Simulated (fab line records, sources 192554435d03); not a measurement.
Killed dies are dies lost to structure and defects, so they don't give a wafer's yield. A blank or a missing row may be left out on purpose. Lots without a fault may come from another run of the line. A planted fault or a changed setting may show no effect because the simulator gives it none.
Chamber matching | flow n5_finfet | N5_SD_EPI_N_ETCH_35 on rie_diel-05: 4 sister chambers
The step etches SOC in N2/H2, overetch 108 nm, time 486 s. 4 wafers are shown with their chamber, then 8 later ones without.

WAFERS WITH THEIR CHAMBER
wafer  | chamber | showerhead_plenum_p_Torr (Torr)
L085.3 | 1       | 2.41
L090.2 | 0       | 2.40
L090.5 | 2       | 2.58
L091.2 | 3       | 2.61

WAFERS WITHOUT THEIR CHAMBER
wafer  | showerhead_plenum_p_Torr (Torr)
L091.3 | 2.40
L091.4 | 2.58
L094.1 | 2.61
L094.4 | 2.58
L094.6 | 2.61
L096.1 | 2.72
L096.3 | 2.61
L096.4 | 2.40

WHICH CHAMBER EACH WENT THROUGH
wafer  | from the rows above     | in truth
L091.3 | can't be placed: 0 or 1 | 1
L091.4 | can't be placed: 2 or 3 | 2
L094.1 | can't be placed: 3 or 2 | 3
L094.4 | can't be placed: 2 or 3 | 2
L094.6 | can't be placed: 3 or 2 | 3
L096.1 | can't be placed: 3 or 2 | 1
L096.3 | can't be placed: 3 or 2 | 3
L096.4 | can't be placed: 0 or 1 | 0
Placed correctly: 0 of 8. Can't be placed from these rows: 8 (the true chamber is among the candidates in 7). Placed wrongly: 0.
How it was worked out, from the rows above alone: a wafer's distance from a chamber is the root of the sum, over the readings, of the square of ((its reading less the chamber's mean) divided by the reading's scatter). The wafer belongs to the nearest chamber; if the next one is less than 2 further off, it can't be placed. A chamber's mean is the mean of its shown wafers. The scatter: with one shown wafer a chamber, the root of the mean of the squares of how far each hidden wafer lies from its nearest shown one.
